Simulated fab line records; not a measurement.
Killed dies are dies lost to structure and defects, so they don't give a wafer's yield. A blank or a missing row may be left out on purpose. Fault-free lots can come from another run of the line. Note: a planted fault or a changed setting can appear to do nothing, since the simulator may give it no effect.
fab line records	flow nand_harc	part 2 of 2: steps 5 to 6 of 6
record lots=24	wafers=72	last_day=33
route steps=1302 shown A_STAIRCASE@836 A_SGD_CUT@903
lots that met no fault: from a run of the same line without faults
start_h: hours from the record's first day to the start of the lot's first wafer shown	wait_h: how many hours have passed since the lot's step before this one	" same as the row above	L1.1+2: a single row standing in for several wafers	- no value, or no start was given	* or withheld: withheld	< > ~ a bound
route shown NAME@n: names a module that has steps shown in the file, with the first one's number in the route	usual: average and standard deviation across the fault-free wafers	same: alike in all rows	chamber/n: place in a boat	sites: each site's reading	_std_site: standard deviation across them	_edge_site: inner sites' mean taken away from outer sites' mean	radius_mm: how far each site lies from the wafer's centre	mask NAME#n: copy n	behind: the tool/chamber that last shaped the wafer	hold: cause of the lot's hold/its duration in hours/its outcome	device: which transistor (n, p or np) failed to switch	end of line: tests of these same wafers at the route's end	for a step that has no rows: nothing shown but its recipe	killed: dies that structure and defects cost at the first sort, which is not the same as the wafer's yield	map: dies across one wafer; x = killed, . = not, _ = none there
set.NAME: the setting that was run; set.NAME@STEP: the one run at that earlier step	model.NAME: the simulator's own value behind a step, which no gauge read
route steps across a sampled set of lots; one table per step, one row per wafer
services: the hour from which a tool's chamber was out of use, counted from the record's first day as start_h (under 0 if before that day), plus the number of hours and why
## steps
# step NHARC_A_SGD_CUT_ETCH_59
# recipe target_depth_a=2600	over_etch_frac=0.25	time_s=406.25	ion_energy_ev=200	n2_flow_sccm=150	h2_flow_sccm=150	ar_flow_sccm=0	rf_w=400	bias_w=150	chemistry=N2/H2
# usual bias_w=150.0/0.45	drypump_motor_current_A=5.9/0.4	oes_product_au=1.000/0.0098	rf_vpp_V=431.5/2.2	showerhead_plenum_p_Torr=2.07/0.07	throttle_valve_pct=14.172/0.0082
lot.wafer	tool	chamber	start_h	wait_h	bias_w	drypump_motor_current_A	oes_product_au	rf_hours_counter_h	rf_vpp_V	showerhead_plenum_p_Torr	throttle_valve_pct
L074.2	rie_diel-13	0	-	-	150.5	6.2	0.992	4.6	431.0	2.07	14.162
L074.1	"	1	"	"	150.6	6.0	1.000	4.4	427.3	1.96	14.170
L074.5	"	3	"	"	150.5	5.6	1.017	-	431.8	2.07	14.174
L076.2	rie_diel-09	0	-	-	150.3	6.3	1.008	6.3	429.4	2.03	14.193
L076.4	"	3	"	"	149.7	5.5	0.993	8.6	431.9	2.14	14.169
L076.5	"	1	"	"	150.5	5.5	1.013	-	432.1	2.05	14.168
L075.3	rie_diel-05	0	-	-	149.7	5.0	0.998	1.8	427.1	1.97	14.161
L075.1	"	2	"	"	149.9	6.4	0.996	3.0	434.0	2.18	14.191
L075.6	"	0	"	"	150.0	5.0	1.006	-	429.1	1.97	14.182
L077.3	rie_diel-13	0	-	-	149.9	6.2	0.966	5.2	431.5	2.07	14.173
L077.1	"	1	"	"	149.8	6.0	0.988	5.3	427.8	1.96	14.179
L077.5	"	0	"	"	150.0	6.2	0.971	-	430.9	2.07	14.168
L078.1	rie_diel-13	0	-	-	149.9	6.2	0.994	6.0	432.2	2.07	14.169
L078.2	"	1	"	"	150.5	6.0	1.006	5.9	429.1	1.96	14.173
L078.5	"	2	"	"	150.2	6.2	1.016	-	434.7	2.17	14.184
L079.2	rie_diel-09	1	-	-	149.1	5.5	1.023	10.6	430.2	2.05	14.174
L079.1	"	2	"	"	150.3	6.3	0.995	10.9	434.3	2.15	14.176
L079.5	"	1	"	"	149.8	5.6	1.016	-	432.2	2.05	14.171
L080.1	rie_diel-13	2	-	-	150.1	6.2	0.993	6.3	434.1	2.17	14.177
L080.3	"	3	"	"	149.8	5.6	1.001	6.9	431.0	2.06	14.156
L080.5	"	2	"	"	150.3	6.2	0.989	-	435.8	2.17	14.176
L081.3	rie_diel-13	0	-	-	150.1	6.2	0.996	7.0	431.6	2.07	14.172
L081.4	"	3	"	"	149.3	5.6	1.003	7.4	430.9	2.06	14.156
L081.6	"	1	"	"	150.0	6.0	0.997	-	429.9	1.96	14.173
L082.2	rie_diel-09	0	-	-	149.5	6.3	0.988	1.7	430.2	2.03	14.181
L082.4	"	1	"	"	150.5	5.5	1.012	1.4	431.4	2.05	14.171
L082.6	"	3	"	"	149.9	5.4	1.011	-	432.5	2.14	14.175
L083.1	rie_diel-05	0	-	-	150.3	5.0	0.999	10.6	429.0	1.97	14.172
L083.3	"	1	"	"	150.7	5.4	0.988	10.7	431.8	2.12	14.172
L083.2	"	2	"	"	149.9	6.4	0.995	10.6	434.2	2.18	14.162
L085.1	rie_diel-13	0	-	-	150.3	6.2	1.002	0.5	430.4	2.07	14.165
L085.2	"	1	"	"	150.0	6.0	1.008	0.6	428.2	1.96	14.162
L085.6	"	0	"	"	149.3	6.2	1.000	-	429.3	2.07	14.173
L086.1	rie_diel-09	3	-	-	149.7	5.4	1.003	2.9	433.0	2.14	14.176
L086.2	"	0	"	"	150.7	6.4	0.985	2.8	432.5	2.03	14.177
L086.5	"	3	"	"	150.2	5.4	0.995	-	433.3	2.14	14.180
L084.2	rie_diel-13	2	-	-	149.3	6.2	1.009	1.8	434.5	2.17	14.154
L084.3	"	1	"	"	149.8	6.1	1.006	1.7	427.5	1.96	14.153
L084.6	"	2	"	"	149.8	6.2	1.000	-	433.4	2.17	14.157
L087.1	rie_diel-13	3	-	-	150.2	5.6	1.001	1.9	430.3	2.06	14.168
L087.4	"	0	"	"	150.3	6.2	0.992	1.7	430.8	2.07	14.177
L087.6	"	2	"	"	151.0	6.2	1.014	-	435.1	2.17	14.175
L088.3	rie_diel-13	3	-	-	150.0	5.6	0.985	3.9	430.8	2.06	14.186
L088.2	"	0	"	"	150.6	6.2	0.986	3.6	430.7	2.07	14.165
L088.5	"	3	"	"	150.5	5.6	0.984	-	431.4	2.06	14.169
L091.1	rie_diel-13	0	-	-	150.0	6.2	0.986	4.2	430.7	2.07	14.179
L091.5	"	0	"	"	150.1	6.2	0.999	-	431.3	2.07	14.163
L091.6	"	2	"	"	148.9	6.2	1.001	-	434.3	2.17	14.178
L090.3	rie_diel-13	2	-	-	150.1	6.2	0.999	6.1	434.5	2.17	14.176
L090.2	"	3	"	"	149.8	5.6	0.992	5.5	431.8	2.06	14.167
L090.5	"	1	"	"	150.4	6.0	0.997	-	428.2	1.96	14.173
L089.3	rie_diel-05	0	-	-	149.9	5.0	0.982	1.2	426.8	1.97	14.177
L089.2	"	1	"	"	149.8	5.4	1.001	1.4	433.0	2.11	14.166
L089.5	"	3	"	"	151.1	5.0	1.008	-	431.8	2.08	14.180
L092.1	rie_diel-13	1	-	-	150.0	6.0	0.996	3.5	429.5	1.96	14.187
L092.6	"	3	"	"	150.1	5.6	0.998	-	431.1	2.06	14.177
L092.5	"	0	"	"	149.9	6.2	0.988	-	432.3	2.06	14.176
L093.1	rie_diel-13	0	-	-	150.2	6.2	1.002	6.6	431.5	2.07	14.180
L093.2	"	1	"	"	150.1	6.0	1.006	4.3	428.5	1.96	14.185
L093.3	"	2	"	"	149.9	6.2	1.019	7.3	434.4	2.17	14.169
L094.4	rie_diel-13	1	-	-	149.3	6.0	1.000	4.7	428.0	1.96	14.162
L094.2	"	3	"	"	149.3	5.6	1.000	7.2	430.5	2.06	14.169
L094.5	"	0	"	"	150.3	6.2	0.998	-	431.1	2.06	14.166
L096.3	rie_diel-13	0	-	-	149.9	6.2	0.999	8.1	431.1	2.06	14.175
L096.1	"	1	"	"	149.7	6.0	1.020	5.7	427.4	1.96	14.169
L096.6	"	3	"	"	150.7	5.6	1.010	-	430.9	2.06	14.172
L095.3	rie_diel-13	1	-	-	149.9	6.0	1.004	6.0	426.1	1.96	14.163
L095.4	"	3	"	"	150.3	5.6	1.000	8.6	431.2	2.06	14.161
L095.6	"	2	"	"	149.7	6.2	1.010	-	435.1	2.17	14.174
L097.2	rie_diel-05	2	-	-	149.7	6.4	1.009	7.8	434.5	2.18	14.177
L097.1	"	0	"	"	149.5	5.0	0.996	8.1	428.6	1.96	14.179
L097.6	"	1	"	"	149.7	5.5	1.004	-	432.9	2.11	14.151
# step NHARC_A_SGD_CUT_STRIP_17
# recipe o2_flow_sccm=500	ar_flow_sccm=0	bias_w=0	chemistry=O2
# usual drypump_motor_current_A=5.9/0.38	oes_product_au=0.999/0.01	rf_vpp_V=58.0/0.92	showerhead_plenum_p_Torr=3.58/0.11	throttle_valve_pct=17.036/0.0085
# same bias_w=0
lot.wafer	tool	chamber	start_h	wait_h	drypump_motor_current_A	oes_product_au	rf_hours_counter_h	rf_vpp_V	showerhead_plenum_p_Torr	throttle_valve_pct
L074.2	rie_diel-13	1	-	-	6.0	0.989	4.7	57.8	3.40	17.040
L074.1	"	2	"	"	6.2	1.009	4.6	57.8	3.74	17.029
L074.5	"	1	"	"	6.1	0.994	-	57.7	3.40	17.041
L076.2	rie_diel-09	2	-	-	6.3	0.990	9.3	57.9	3.69	17.053
L076.4	"	1	"	"	5.5	1.010	9.1	57.9	3.55	17.027
L076.5	"	3	"	"	5.5	0.993	-	55.8	3.68	17.016
L075.3	rie_diel-05	1	-	-	5.5	1.009	2.8	57.7	3.65	17.035
L075.1	"	2	"	"	6.4	0.999	3.2	57.5	3.75	17.030
L075.6	"	1	"	"	5.5	1.001	-	59.1	3.65	17.029
L077.3	rie_diel-13	0	-	-	6.2	0.983	5.5	57.6	3.57	17.035
L077.1	"	3	"	"	5.6	1.014	5.7	57.9	3.57	17.032
L077.5	"	0	"	"	6.2	0.982	-	57.6	3.57	17.022
L078.1	rie_diel-13	1	-	-	6.0	0.995	6.0	56.6	3.40	17.044
L078.2	"	2	"	"	6.2	1.002	6.0	58.6	3.74	17.051
L078.5	"	0	"	"	6.2	0.991	-	59.2	3.57	17.035
L079.1	rie_diel-09	1	-	-	5.6	1.017	10.9	58.0	3.55	17.043
L079.2	"	2	"	"	6.3	1.000	11.2	58.0	3.69	17.023
L079.5	"	1	"	"	5.6	1.011	-	57.1	3.55	17.031
L080.3	rie_diel-13	1	-	-	6.0	0.995	6.7	58.0	3.40	17.040
L080.1	"	2	"	"	6.2	0.997	6.6	56.7	3.74	17.039
L080.5	"	0	"	"	6.2	0.981	-	56.9	3.57	17.048
L081.3	rie_diel-13	3	-	-	5.6	1.011	7.6	57.1	3.57	17.033
L081.4	"	1	"	"	6.1	1.004	7.2	57.4	3.40	17.039
L081.6	"	0	"	"	6.2	1.000	-	58.7	3.57	17.033
L082.4	rie_diel-09	1	-	-	5.6	1.017	1.6	57.0	3.55	17.039
L082.2	"	2	"	"	6.3	0.999	1.7	59.8	3.69	17.033
L082.6	"	1	"	"	5.6	1.012	-	58.4	3.55	17.036
L083.2	rie_diel-05	2	-	-	6.4	0.984	10.8	58.3	3.75	17.043
L083.1	"	3	"	"	5.0	0.997	11.3	58.7	3.59	17.047
L083.3	"	1	"	"	5.5	0.992	11.0	58.3	3.65	17.038
L085.2	rie_diel-13	3	-	-	5.6	1.003	0.7	58.7	3.57	17.038
L085.1	"	0	"	"	6.2	0.999	0.8	57.1	3.57	17.044
L085.6	"	1	"	"	6.0	1.007	-	56.8	3.40	17.027
L086.1	rie_diel-09	2	-	-	6.3	0.975	2.7	59.5	3.69	17.027
L086.2	"	3	"	"	5.4	0.996	3.2	57.9	3.68	17.040
L086.5	"	0	"	"	6.4	0.995	-	57.7	3.51	17.036
L084.3	rie_diel-13	1	-	-	6.0	1.012	1.9	56.4	3.40	17.031
L084.2	"	0	"	"	6.2	0.992	1.5	58.3	3.57	17.035
L084.6	"	1	"	"	6.0	0.991	-	55.9	3.40	17.038
L087.4	rie_diel-13	3	-	-	5.7	1.005	2.2	56.9	3.57	17.033
L087.1	"	0	"	"	6.2	0.994	1.9	57.5	3.57	17.037
L087.6	"	1	"	"	6.0	0.998	-	56.9	3.40	17.035
L088.2	rie_diel-13	2	-	-	6.2	1.005	4.8	58.3	3.73	17.017
L088.3	"	0	"	"	6.2	0.988	3.9	58.5	3.57	17.022
L088.5	"	3	"	"	5.6	0.997	-	56.8	3.56	17.043
L091.1	rie_diel-13	0	-	-	6.2	0.987	4.5	57.9	3.57	17.045
L091.5	"	2	"	"	6.2	1.002	-	58.8	3.73	17.036
L091.6	"	0	"	"	6.2	0.986	-	57.7	3.57	17.028
L090.2	rie_diel-13	0	-	-	6.2	0.999	5.4	58.3	3.57	17.012
L090.3	"	1	"	"	6.0	0.986	3.3	56.9	3.40	17.038
L090.5	"	0	"	"	6.2	0.986	-	57.7	3.57	17.023
L089.3	rie_diel-05	3	-	-	5.0	0.997	1.8	58.1	3.59	17.015
L089.2	"	0	"	"	5.0	0.980	1.5	59.1	3.41	17.030
L089.5	"	1	"	"	5.5	1.002	-	57.4	3.65	17.041
L092.1	rie_diel-13	0	-	-	6.2	1.005	6.0	56.8	3.57	17.030
L092.6	"	3	"	"	5.6	0.996	-	58.4	3.56	17.036
L092.5	"	0	"	"	6.2	0.991	-	58.2	3.57	17.046
L093.1	rie_diel-13	3	-	-	5.6	1.009	7.0	56.7	3.56	17.034
L093.2	"	0	"	"	6.2	0.995	6.8	59.8	3.57	17.046
L093.3	"	1	"	"	6.0	1.012	4.6	57.5	3.40	17.040
L094.2	rie_diel-13	0	-	-	6.2	0.986	7.3	58.4	3.57	17.049
L094.4	"	1	"	"	6.1	1.001	4.9	57.7	3.40	17.031
L094.5	"	3	"	"	5.6	0.994	-	57.7	3.56	17.044
L096.3	rie_diel-13	0	-	-	6.2	1.010	8.3	57.5	3.57	17.031
L096.1	"	1	"	"	6.0	1.021	5.9	58.0	3.40	17.041
L096.6	"	0	"	"	6.2	1.006	-	57.2	3.57	17.046
L095.3	rie_diel-13	1	-	-	6.0	1.003	6.3	59.4	3.40	17.041
L095.4	"	3	"	"	5.6	1.003	8.7	58.2	3.56	17.041
L095.6	"	0	"	"	6.2	0.992	-	58.0	3.57	17.043
L097.2	rie_diel-05	3	-	-	5.0	1.020	8.2	58.1	3.58	17.043
L097.1	"	0	"	"	5.0	0.991	8.2	57.4	3.41	17.021
L097.6	"	2	"	"	6.4	0.992	-	58.6	3.74	17.039
## services
tool	chamber	start_h	hours	kind
rie_diel-05	0	371.15	8.2	repair
rie_diel-08	-	371.69	9.0	pm
rie_diel-03	1	381.98	11.9	repair
rie_diel-08	2	382.30	3.3	repair
cmp-04	-	398.37	1.6	repair
cmp-04	-	405.00	4.0	pm
rie_diel-10	-	427.72	0.3	repair
rie_diel-13	0	439.18	2.9	repair
rie_diel-03	-	442.14	0.5	repair
rie_diel-03	-	458.33	9.0	pm
cmp-04	-	459.71	0.9	repair
cmp-04	-	494.37	0.4	repair
cmp-04	-	503.00	4.0	pm
rie_diel-13	-	519.00	9.0	pm
cmp-04	-	535.14	2.6	repair
rie_diel-08	-	549.09	9.0	pm
rie_diel-03	3	555.71	3.1	repair
rie_diel-13	1	568.36	35.9	repair
rie_diel-03	2	586.42	7.1	repair
rie_diel-10	-	596.94	9.0	pm
cmp-04	-	599.48	0.4	repair
rie_diel-03	2	603.27	6.9	repair
rie_diel-08	2	606.03	5.7	repair
rie_diel-03	-	635.33	9.0	pm
